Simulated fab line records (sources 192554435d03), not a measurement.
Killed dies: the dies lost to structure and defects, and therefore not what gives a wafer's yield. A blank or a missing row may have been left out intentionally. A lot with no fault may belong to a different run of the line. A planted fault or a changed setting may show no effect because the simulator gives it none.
Which tool is to blame?	flow n5-finfet	11 lots (33 wafers sampled), 1 step of a 1938-step route

## WHAT EACH GAUGE READ, for each wafer
N5_BEOL_M11_OCD_MEAS_38.
lot	measured	on	trench-depth-nm (nm)
L325	day 10 20:13	ocd-01	147.9 149.5 154.1
L324	day 10 21:10	ocd-02	155.5 149.5 153.9
L331	day 12 10:07	ocd-02	148.2 153.5 152.1
L333	day 12 22:35	ocd-01	148.0 146.6 153.0
L335	day 13 12:22	ocd-01	147.0 152.6 151.0
L338	day 13 19:24	ocd-01	146.6 148.5 145.1
L336	day 14 00:08	ocd-01	147.9 150.5 149.4
L339	day 14 16:42	ocd-02	145.8 154.0 149.2
L342	day 14 23:23	ocd-02	152.5 153.4 149.1
L343	day 15 09:28	ocd-01	149.9 150.7 151.0
L345	day 16 09:08	ocd-02	149.4 149.6 147.7

## WHICH TOOL RAN EACH LOT (tool, then ch and the chambers of the sampled wafers, then the start)
The record shows no process step preceding these readings.

## THE ANSWER, worked out from the rows above alone
Rule: the lots themselves supply what counts as usual. Put in order of their means at a reading, lots are off if they are a third of the lots or fewer, leave a main group of 4 or more, and stand apart from it by a gap of 3 or more times the standard deviation of the main group's means; of several such gaps the widest counts. Not used: any main group whose means are identical at the precision the tables above print for the reading. A lot without any number at a reading at which 4 lots or more have one is off too. All remaining lots with rows at the step are treated as sound.
Across all readings shown, no lot is off: no conclusion can be drawn from this.

## WHAT THE SIMULATOR HAD INSERTED
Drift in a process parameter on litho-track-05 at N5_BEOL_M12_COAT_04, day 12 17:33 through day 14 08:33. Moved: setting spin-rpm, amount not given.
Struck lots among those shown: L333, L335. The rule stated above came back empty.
